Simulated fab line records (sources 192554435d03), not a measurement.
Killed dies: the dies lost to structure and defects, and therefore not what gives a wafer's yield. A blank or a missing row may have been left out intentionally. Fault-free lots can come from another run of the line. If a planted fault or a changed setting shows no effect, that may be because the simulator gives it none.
Lot-split experiment / flow n5 finfet / 21 wafers read across 7 lots, on a route 1938 steps long

SPLIT DETAILS
At N5_BEOL_M13_EXPOSE_07 (exposes mask V12), the setting dose mj was moved away from the recipe's 24.8 on 8 of the 21 wafers read, by +2.8% to +5.9%. For the rest of the wafers, this setting stayed at what the recipe calls for.

FROM THE SPLIT TO THE READING: what the file shows between them, 3 steps
- N5_BEOL_M13_PEB_08: peb time 90 s
- N5_BEOL_M13_DEVELOP_09: develop time 45 s
- N5_BEOL_M13_HARDBAKE_14: time 120 s

THE READING
cd nm (nm) at N5_BEOL_M13_CD_MEAS_10, where the cd target is 190 nm. A value of 191.5 nm with a standard deviation of 1.1 nm is what fault-free wafers of this fab line usually give.

wafer=L074.1; tool, chamber at the split=krf scanner-02, 0; dose mj as run=24.8; against the recipe=recipe; cd nm, nm=189.9; against lot-mates on the recipe=-
wafer=L074.2; tool, chamber at the split=krf scanner-02, 0; dose mj as run=24.8; against the recipe=recipe; cd nm, nm=189.8; against lot-mates on the recipe=-
wafer=L074.3; tool, chamber at the split=krf scanner-02, 0; dose mj as run=24.8; against the recipe=recipe; cd nm, nm=190.6; against lot-mates on the recipe=-
wafer=L077.3; tool, chamber at the split=krf scanner-01, 0; dose mj as run=26.17; against the recipe=+5.5%; cd nm, nm=197.6; against lot-mates on the recipe=+4.3
wafer=L077.4; tool, chamber at the split=krf scanner-01, 0; dose mj as run=26.17; against the recipe=+5.5%; cd nm, nm=199.2; against lot-mates on the recipe=+5.9
wafer=L077.5; tool, chamber at the split=krf scanner-01, 0; dose mj as run=24.8; against the recipe=recipe; cd nm, nm=193.3; against lot-mates on the recipe=-
wafer=L078.1; tool, chamber at the split=krf scanner-01, 0; dose mj as run=24.8; against the recipe=recipe; cd nm, nm=192.2; against lot-mates on the recipe=-
wafer=L078.3; tool, chamber at the split=krf scanner-01, 0; dose mj as run=25.51; against the recipe=+2.9%; cd nm, nm=192.4; against lot-mates on the recipe=+0.2
wafer=L078.5; tool, chamber at the split=krf scanner-01, 0; dose mj as run=25.51; against the recipe=+2.9%; cd nm, nm=194.1; against lot-mates on the recipe=+1.9
wafer=L080.1; tool, chamber at the split=krf scanner-01, 0; dose mj as run=24.8; against the recipe=recipe; cd nm, nm=192.8; against lot-mates on the recipe=-
wafer=L080.2; tool, chamber at the split=krf scanner-01, 0; dose mj as run=26.27; against the recipe=+5.9%; cd nm, nm=198.2; against lot-mates on the recipe=+5.4
wafer=L080.3; tool, chamber at the split=krf scanner-01, 0; dose mj as run=26.27; against the recipe=+5.9%; cd nm, nm=197.1; against lot-mates on the recipe=+4.3
wafer=L084.4; tool, chamber at the split=krf scanner-01, 0; dose mj as run=24.8; against the recipe=recipe; cd nm, nm=191.3; against lot-mates on the recipe=-
wafer=L084.5; tool, chamber at the split=krf scanner-01, 0; dose mj as run=24.8; against the recipe=recipe; cd nm, nm=189.9; against lot-mates on the recipe=-
wafer=L084.6; tool, chamber at the split=krf scanner-01, 0; dose mj as run=24.8; against the recipe=recipe; cd nm, nm=192.2; against lot-mates on the recipe=-
wafer=L088.1; tool, chamber at the split=krf scanner-01, 0; dose mj as run=25.49; against the recipe=+2.8%; cd nm, nm=196.4; against lot-mates on the recipe=+4.0
wafer=L088.2; tool, chamber at the split=krf scanner-01, 0; dose mj as run=24.8; against the recipe=recipe; cd nm, nm=192.4; against lot-mates on the recipe=-
wafer=L088.5; tool, chamber at the split=krf scanner-01, 0; dose mj as run=25.49; against the recipe=+2.8%; cd nm, nm=195.6; against lot-mates on the recipe=+3.2
wafer=L096.2; tool, chamber at the split=krf scanner-02, 0; dose mj as run=24.8; against the recipe=recipe; cd nm, nm=191.4; against lot-mates on the recipe=-
wafer=L096.3; tool, chamber at the split=krf scanner-02, 0; dose mj as run=24.8; against the recipe=recipe; cd nm, nm=190.8; against lot-mates on the recipe=-
wafer=L096.6; tool, chamber at the split=krf scanner-02, 0; dose mj as run=24.8; against the recipe=recipe; cd nm, nm=192.2; against lot-mates on the recipe=-

THE FIT
A straight line over all 21 wafers: cd nm changes by +1.14 nm for each +1% of dose mj; r = +0.91; the points scatter about the line by 1.3 nm.
The same after taking each lot's own level away (the mean of its wafers on the recipe; 21 wafers): +0.859 nm for each +1%; r = +0.92; scatter 0.89 nm.
On that fit, the largest move of dose mj shifts the reading by 5.1 nm.
The lots' own levels span 190.10 to 193.30 nm, that is 2.9 times the standard deviation above.
So the lot-to-lot level changes the slope: the two fits differ.
Check: for one of the wafers moved furthest among these (+5.9%), held out of the fit, the line's prediction against its lot-mates is +4.99 nm. It came out at +5.4 nm against them.

OTHER SPLITS APPLIED TO THESE WAFERS
Other splits were also applied to these wafers ahead of the reading. Each is held against what the fit with the lots' levels taken away leaves over:
other split on the same wafers=N5_BEOL_M11_EXPOSE_08 dose mj; wafers away from the commonest value=5; r with cd nm (lot level and that fit taken away)=+0.33
other split on the same wafers=N5_BEOL_M12_ETCH_68 time s; wafers away from the commonest value=5; r with cd nm (lot level and that fit taken away)=-0.01

THE FILE'S OWN FIT
cd nm changes by +0.856 nm for each +1% of dose mj, r = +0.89.
